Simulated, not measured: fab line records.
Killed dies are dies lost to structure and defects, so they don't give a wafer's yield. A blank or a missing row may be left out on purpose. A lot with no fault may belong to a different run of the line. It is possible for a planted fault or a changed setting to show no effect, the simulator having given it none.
fab line records	flow n5_finfet
record lots=6	wafers=16	last_day=17
route steps=1938 shown BEOL_M0_SAQP@634 BEOL_M4@1111
lots that met no fault: from a run of the same line without faults
start_h: start of the lot's first displayed wafer, in hours after the record's first day	wait_h: hours from the lot's prior step to this one	" unchanged from the row above	L1.1+2: a single row standing in for several wafers	- no value, or no start given	* or withheld: withheld	< > ~ a bound
route shown NAME@n: a module of which the file shows steps, and the number in the route of the first	usual: mean/standard deviation taken from wafers without a fault	same: alike in all rows	chamber/n: place in a boat	sites: each site's reading	_std_site: standard deviation across them	_edge_site: mean of outer sites minus mean of inner sites	radius_mm: how far each site lies from the wafer's centre	mask NAME#n: copy n	behind: the most recent tool/chamber to have shaped the wafer	hold: why the lot was held/for how many hours/how that ended	device: names the non-switching transistor (n, p or np)	end of line: tests of these same wafers at the route's end	for a step that has no rows: nothing shown but its recipe	killed: dies that structure and defects cost at the first sort, which is not the same as the wafer's yield	map: the dies of a wafer, with x for killed, . for not killed, _ for no die there
set.NAME: the setting that was run; set.NAME@STEP: the one run at that earlier step	model.NAME: the simulator's own value behind a step, which no gauge read
a table for each step, a row for each wafer; lots at some steps of the route
services: when a tool's chamber went out of use (start_h, in hours from the record's first day, below 0 if earlier), for how many hours, and the reason
## steps
# step N5_BEOL_M0_SAQP_HM_DEP_02
# recipe material=TiN	target_thk_a=120	temp_c=25	chamber_pressure_pa=0.49996
# usual chamber_pressure_pa=0.5000/0.001	throttle_valve_pct=29.6/1
lot.wafer	tool	chamber	start_h	wait_h	chamber_pressure_pa	throttle_valve_pct
L640.1	pvd_sputter-02	-	114.50	1.0	0.4982	28.3
L640.2	"	-	"	"	0.5004	30.1
L640.4	"	-	"	"	0.4992	30.3
L641.2	pvd_sputter-03	-	123.77	2.7	0.5001	31.1
L641.3	"	-	"	"	0.5003	29.1
L641.6	"	-	"	"	0.5003	28.1
L644.4	pvd_sputter-02	-	136.28	0.4	0.4998	29.1
L644.6	"	-	"	"	0.4985	28.9
L645.1	pvd_sputter-03	-	142.32	0.9	0.5002	31.0
L645.4	"	-	"	"	0.5018	28.9
L653.1	pvd_sputter-02	-	199.44	0.5	0.4997	30.6
L653.2	"	-	"	"	0.4996	28.8
L653.6	"	-	"	"	0.5013	28.7
L660.1	pvd_sputter-01	-	236.66	0.8	0.4994	29.8
L660.3	"	-	"	"	0.4997	28.7
L660.5	"	-	"	"	0.4999	28.9
# step N5_BEOL_M0_SAQP_PECVD_03
# recipe material=SiCN	target_thk_a=120	temp_c=withheld	precursor=3MS/NH3	pressure_torr=3	rf_w=202	time_s=21.1
# usual showerhead_plenum_p_Torr=3.659/0.011	throttle_valve_pct=9.0/0.43
lot.wafer	tool	chamber	start_h	wait_h	showerhead_plenum_p_Torr	throttle_valve_pct
L640.1	pecvd-03	1	114.64	0.1	3.662	8.7
L640.2	"	0	"	"	3.659	8.6
L640.4	"	1	"	"	3.653	8.8
L641.2	pecvd-02	0	123.90	0.1	3.647	9.5
L641.3	"	1	"	"	3.675	9.3
L641.6	"	0	"	"	3.641	9.3
L644.4	pecvd-03	1	136.41	0.1	3.651	8.4
L644.6	"	0	"	"	3.654	8.8
L645.1	pecvd-03	2	142.44	0.1	3.646	8.8
L645.4	"	1	"	"	3.673	8.7
L653.1	pecvd-04	1	199.56	0.1	3.659	9.6
L653.2	"	2	"	"	3.668	9.6
L653.6	"	2	"	"	3.677	10.0
L660.1	pecvd-02	2	236.80	0.1	3.670	8.1
L660.3	"	0	"	"	3.642	9.5
L660.5	"	0	"	"	3.638	9.4
# step N5_BEOL_M0_SAQP_PECVD_96
# recipe material=a-Si	target_thk_a=450	temp_c=350	precursor=SiH4/He	pressure_torr=3	rf_w=100	time_s=45.2
# usual heater_power_w=585/48	showerhead_plenum_p_Torr=5.64/0.043	throttle_valve_pct=17.9/0.86
lot.wafer	tool	chamber	start_h	wait_h	heater_power_w	showerhead_plenum_p_Torr	throttle_valve_pct
L640.1	pecvd-03	1	114.67	0.0	523	5.63	17.2
L640.2	"	0	"	"	652	5.65	17.6
L640.4	"	1	"	"	522	5.64	17.2
L641.2	pecvd-02	0	123.93	0.0	546	5.56	18.9
L641.3	"	1	"	"	616	5.71	18.5
L641.6	"	0	"	"	537	5.57	18.8
L644.4	pecvd-03	1	136.45	0.0	561	5.64	17.4
L644.6	"	0	"	"	627	5.65	17.5
L645.1	pecvd-03	2	142.47	0.0	628	5.61	17.1
L645.4	"	1	"	"	557	5.66	17.4
L653.1	pecvd-04	1	199.59	0.0	578	5.64	19.3
L653.2	"	2	"	"	548	5.67	19.5
L653.6	"	2	"	"	542	5.68	19.5
L660.1	pecvd-02	2	236.83	0.0	561	5.68	16.4
L660.3	"	0	"	"	610	5.57	19.1
L660.5	"	0	"	"	607	5.56	19.1
# step N5_BEOL_M0_SAQP_PECVD_97
# recipe material=SiNx	target_thk_a=230	temp_c=350	precursor=SiH4/NH3/N2	pressure_torr=1.5	rf_w=300	time_s=19.9
# usual heater_power_w=519/47	showerhead_plenum_p_Torr=5.11/0.058	throttle_valve_pct=39.5/1.9
lot.wafer	tool	chamber	start_h	wait_h	heater_power_w	showerhead_plenum_p_Torr	throttle_valve_pct
L640.1	pecvd-03	1	114.71	0.0	455	5.11	38.3
L640.2	"	0	"	"	583	5.14	38.9
L640.4	"	1	"	"	449	5.11	38.5
L641.2	pecvd-02	0	123.97	0.0	541	5.01	41.6
L641.3	"	1	"	"	553	5.20	41.1
L641.6	"	0	"	"	536	5.01	41.5
L644.4	pecvd-03	1	136.49	0.0	464	5.11	38.4
L644.6	"	0	"	"	530	5.11	38.9
L645.1	pecvd-03	2	142.52	0.0	568	5.05	38.2
L645.4	"	1	"	"	438	5.10	38.2
L653.1	pecvd-04	1	199.64	0.0	500	5.09	42.4
L653.2	"	2	"	"	505	5.17	42.8
L653.6	"	2	"	"	494	5.16	42.7
L660.1	pecvd-02	2	236.87	0.0	559	5.17	36.6
L660.3	"	0	"	"	536	5.00	42.1
L660.5	"	0	"	"	561	5.00	42.0
# step N5_BEOL_M0_SAQP_PECVD_04
# recipe material=a-Si	target_thk_a=600	temp_c=350	precursor=SiH4/He	pressure_torr=3	rf_w=100	time_s=60.2
# step N5_BEOL_M0_SAQP_THK_MEAS_05
# usual thk_nm=60.0/0.75
lot.wafer	tool	chamber	start_h	wait_h	thk_nm
L640.1	film_metro-01	-	114.85	0.1	60.5
L640.2	"	-	"	"	60.4
L640.4	"	-	"	"	61.2
L641.2	film_metro-01	-	124.12	0.1	59.6
L641.3	"	-	"	"	60.1
L641.6	"	-	"	"	61.0
L644.4	film_metro-02	-	136.61	0.0	60.7
L644.6	"	-	"	"	61.0
L645.1	film_metro-01	-	142.65	0.1	60.2
L645.4	"	-	"	"	60.7
L653.1	film_metro-02	-	199.78	0.1	59.8
L653.2	"	-	"	"	60.1
L653.6	"	-	"	"	60.6
L660.1	film_metro-01	-	237.01	0.1	59.0
L660.3	"	-	"	"	58.7
L660.5	"	-	"	"	59.6
# step N5_BEOL_M0_SAQP_HM_DEP_111
# recipe material=SiO2	target_thk_a=120	temp_c=400	precursor=SiH4/N2O	pressure_torr=0.75	rf_w=275	time_s=7.2
# usual heater_power_w=735/61	showerhead_plenum_p_Torr=8.09/0.12
lot.wafer	tool	chamber	start_h	wait_h	heater_power_w	showerhead_plenum_p_Torr
L640.1	pecvd-04	2	114.89	0.0	662	8.19
L640.2	"	0	"	"	861	8.07
L640.4	"	0	"	"	866	8.08
L641.2	pecvd-04	2	124.16	0.0	650	8.20
L641.3	"	1	"	"	587	8.05
L641.6	"	2	"	"	671	8.20
L644.4	pecvd-02	2	136.67	0.1	767	8.19
L644.6	"	0	"	"	709	7.86
L645.1	pecvd-02	1	142.69	0.0	766	8.25
L645.4	"	0	"	"	711	7.87
L653.1	pecvd-03	1	199.81	0.0	657	8.07
L653.2	"	2	"	"	780	7.94
L653.6	"	2	"	"	782	7.96
L660.1	pecvd-02	1	237.04	0.0	701	8.26
L660.3	"	2	"	"	797	8.22
L660.5	"	2	"	"	803	8.20
# step N5_BEOL_M0_SAQP_COAT_81
# recipe resist=SOC	temp_c=250	time_s=60	spin_rpm=1500	resist_thk_nm=100
# step N5_BEOL_M0_SAQP_COAT_82
# recipe resist=SiARC	temp_c=220	time_s=60	spin_rpm=1500	resist_thk_nm=30
# step N5_BEOL_M0_SAQP_COAT_08
# recipe resist=CAR-ArF	spin_rpm=1500	resist_thk_nm=90
# step N5_BEOL_M0_SAQP_EBR_10
# recipe solvent=PGMEA	ebr_width_mm=1.5
# step N5_BEOL_M0_SAQP_SOFTBAKE_09
# recipe temp_c=110	time_s=60	resist=CAR-ArF
# step N5_BEOL_M0_SAQP_EXPOSE_11
# recipe mask_id=M0_CORE	na=1.35	source_shape=dipole	sigma_inner=0.538	sigma_outer=0.738	polarization=te	target_cd_nm=42	dose_mj=55
# usual exposure_dose_mJ_cm2=54.97/0.059
# same sigma_inner=0.538
lot.wafer	tool	chamber	start_h	wait_h	mask	exposure_dose_mJ_cm2
L640.1	arfi_scanner-03	0	115.08	-	M0_CORE#0	54.99
L640.2	"	0	"	"	M0_CORE#0	54.98
L640.4	"	0	"	"	M0_CORE#0	54.95
L641.2	arfi_scanner-01	0	125.34	-	M0_CORE#0	55.04
L641.3	"	0	"	"	M0_CORE#0	54.95
L641.6	"	0	"	"	M0_CORE#0	54.96
L644.4	arfi_scanner-03	0	137.01	-	M0_CORE#0	54.94
L644.6	"	0	"	"	M0_CORE#0	55.02
L645.1	arfi_scanner-03	0	142.89	-	M0_CORE#0	55.05
L645.4	"	0	"	"	M0_CORE#0	54.97
L653.1	arfi_scanner-01	0	200.01	-	M0_CORE#0	54.98
L653.2	"	0	"	"	M0_CORE#0	54.97
L653.6	"	0	"	"	M0_CORE#0	55.00
L660.1	arfi_scanner-01	0	237.36	-	M0_CORE#0	55.04
L660.3	"	0	"	"	M0_CORE#0	55.00
L660.5	"	0	"	"	M0_CORE#0	54.98
# step N5_BEOL_M0_SAQP_PEB_12
# recipe peb_temp_c=withheld	peb_time_s=60	resist=CAR-ArF
# step N5_BEOL_M0_SAQP_DEVELOP_13
# recipe develop_time_s=30	developer=TMAH	resist=CAR-ArF	dev_temp_c=23	rinse_liquid=diw	dry=air_spin
# step N5_BEOL_M0_SAQP_CD_MEAS_14
# recipe target_cd_nm=42.5	landing_energy_ev=500	detector=se_inlens
# usual cd_nm=42.55/0.29
lot.wafer	tool	chamber	start_h	wait_h	cd_nm
L640.1	cd_sem-01	0	115.21	-	42.59
L640.2	"	0	"	"	43.38
L640.4	"	0	"	"	42.88
L641.2	cd_sem-03	0	125.46	-	42.64
L641.3	"	0	"	"	42.21
L641.6	"	0	"	"	42.59
L644.4	cd_sem-02	0	137.12	-	40.46
L644.6	"	0	"	"	42.20
L645.1	cd_sem-01	0	143.01	-	40.24
L645.4	"	0	"	"	40.30
L653.1	cd_sem-01	0	200.13	-	42.44
L653.2	"	0	"	"	42.73
L653.6	"	0	"	"	42.56
L660.1	cd_sem-03	0	237.49	-	42.48
L660.3	"	0	"	"	42.50
L660.5	"	0	"	"	42.28
# step N5_BEOL_M0_SAQP_OVL_MEAS_15
# recipe points_per_wafer=44
# usual M0_CORE_OVL=0.0/0.77
lot.wafer	tool	chamber	start_h	wait_h	M0_CORE_OVL[nm]
L640.1	overlay-01	0	115.24	0.0	-0.4
L640.2	"	0	"	"	0.8
L640.4	"	0	"	"	0.0
L641.2	overlay-01	0	125.49	0.0	0.5
L641.3	"	0	"	"	-0.4
L641.6	"	0	"	"	0.3
L644.4	overlay-02	0	137.15	0.0	0.4
L644.6	"	0	"	"	0.2
L645.1	overlay-01	0	143.04	0.0	-0.6
L645.4	"	0	"	"	-0.4
L653.1	overlay-01	0	200.16	0.0	-0.4
L653.2	"	0	"	"	-1.3
L653.6	"	0	"	"	-0.8
L660.1	overlay-02	0	237.52	0.0	0.7
L660.3	"	0	"	"	0.8
L660.5	"	0	"	"	0.4
# step N5_BEOL_M4_RC_MEAS_101
# usual DIBL_N=36.3/1.2	DIBL_P=36.7/1.5	IOFF_N=0.164/0.02	IOFF_P=0.214/0.024	ION_N=673/8.5	ION_P=461/5.9	SS_N=71.6/0.44	SS_P=73.3/0.55	VT_N=249.4/2.4	VT_P=-250.0/2.3
lot.wafer	tool	chamber	start_h	wait_h	DIBL_N[mV/V]	DIBL_P[mV/V]	IOFF_N[nA/um]	IOFF_P[nA/um]	ION_N[uA/um]	ION_P[uA/um]	SS_N[mV/dec]	SS_P[mV/dec]	VT_N[mV]	VT_P[mV]
L640.1	prober-02	0	171.73	0.0	35.2	33.6	0.146	0.190	674	462	71.2	72.8	250.3	-249.2
L640.2	"	0	"	"	36.0	34.6	0.151	0.207	660	462	71.9	73.1	250.2	-248.8
L640.4	"	0	"	"	36.6	34.5	0.158	0.204	666	457	71.4	73.3	250.9	-249.3
L641.2	prober-01	0	194.91	0.2	35.8	38.1	0.168	0.214	678	462	71.2	73.9	247.9	-252.2
L641.3	"	0	"	"	34.7	36.0	0.141	0.180	669	455	70.6	72.5	251.3	-251.2
L641.6	"	0	"	"	35.6	36.7	0.156	0.194	668	455	72.1	72.8	250.0	-253.7
L645.1	prober-01	0	203.66	0.0	36.4	36.7	0.144	0.225	652	459	70.8	73.0	252.7	-248.0
L645.4	"	0	"	"	36.2	35.8	0.153	0.211	678	462	70.7	73.6	248.5	-249.2
L644.4	prober-01	0	205.98	0.5	36.4	36.6	0.157	0.240	678	471	71.6	73.6	247.3	-247.6
L644.6	"	0	"	"	39.1	39.8	0.214	0.295	692	475	72.5	73.6	248.0	-244.1
L653.1	prober-01	0	253.74	0.0	37.5	37.5	0.181	0.254	683	468	71.5	74.0	249.3	-248.8
L653.2	"	0	"	"	36.3	35.7	0.156	0.210	676	464	71.6	72.7	251.2	-250.6
L653.6	"	0	"	"	35.3	34.9	0.148	0.198	665	457	71.4	72.8	251.6	-251.7
L660.1	prober-01	0	300.04	0.0	36.3	37.0	0.167	0.223	677	466	71.0	72.8	248.7	-250.5
L660.3	"	0	"	"	37.6	37.8	0.191	0.241	672	455	72.1	73.7	245.5	-250.5
L660.5	"	0	"	"	35.0	35.8	0.150	0.207	676	464	71.3	72.3	247.3	-251.2
## services
tool	chamber	start_h	hours	kind
pecvd-02	0	92.22	3.7	repair
pecvd-04	-	112.14	0.4	repair
arfi_scanner-01	-	125.79	1.0	pm
arfi_scanner-01	-	126.79	1.3	pm
pecvd-02	1	133.74	5.5	scheduled_down
arfi_scanner-03	-	138.90	3.9	pm
pecvd-04	0	140.44	5.5	scheduled_down
pecvd-04	-	140.80	0.6	repair
arfi_scanner-01	-	145.69	0.8	pm
arfi_scanner-01	-	147.39	3.1	pm
arfi_scanner-03	0	154.47	-	calibration
arfi_scanner-01	-	159.81	4.9	pm
pecvd-03	2	166.60	19.3	repair
arfi_scanner-03	-	170.26	1.2	repair
pecvd-04	-	172.05	0.9	repair
arfi_scanner-03	-	176.59	1.3	pm
arfi_scanner-01	0	187.11	-	calibration
arfi_scanner-03	-	187.16	1.0	pm
pecvd-04	2	202.38	-	clean
pecvd-04	2	202.38	-	consumable_replace:showerhead
pecvd-04	2	202.38	29.0	scheduled_down
pecvd-04	2	202.38	29.0	vent_cycle
arfi_scanner-03	-	211.25	1.0	pm
arfi_scanner-03	-	212.71	0.8	pm
## key
first_sign step=N5_BEOL_M0_SAQP_CD_MEAS_14	reading=cd_nm	direction=down	sigmas=7.5	usual=42.55	struck=40.33
effect none on later readings
met_at N5_BEOL_M0_SAQP_EXPOSE_11
struck_wafers L644.4,L645.1,L645.4
onset_between 115.08 137.01
fault kind=process_parameter_drift	tool=arfi_scanner-03	chamber=-	onset_h=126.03	steps=N5_BEOL_M0_SAQP_EXPOSE_11	channel=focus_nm	offset=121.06	shape=step	end_h=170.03	scope=struck_wafers_only
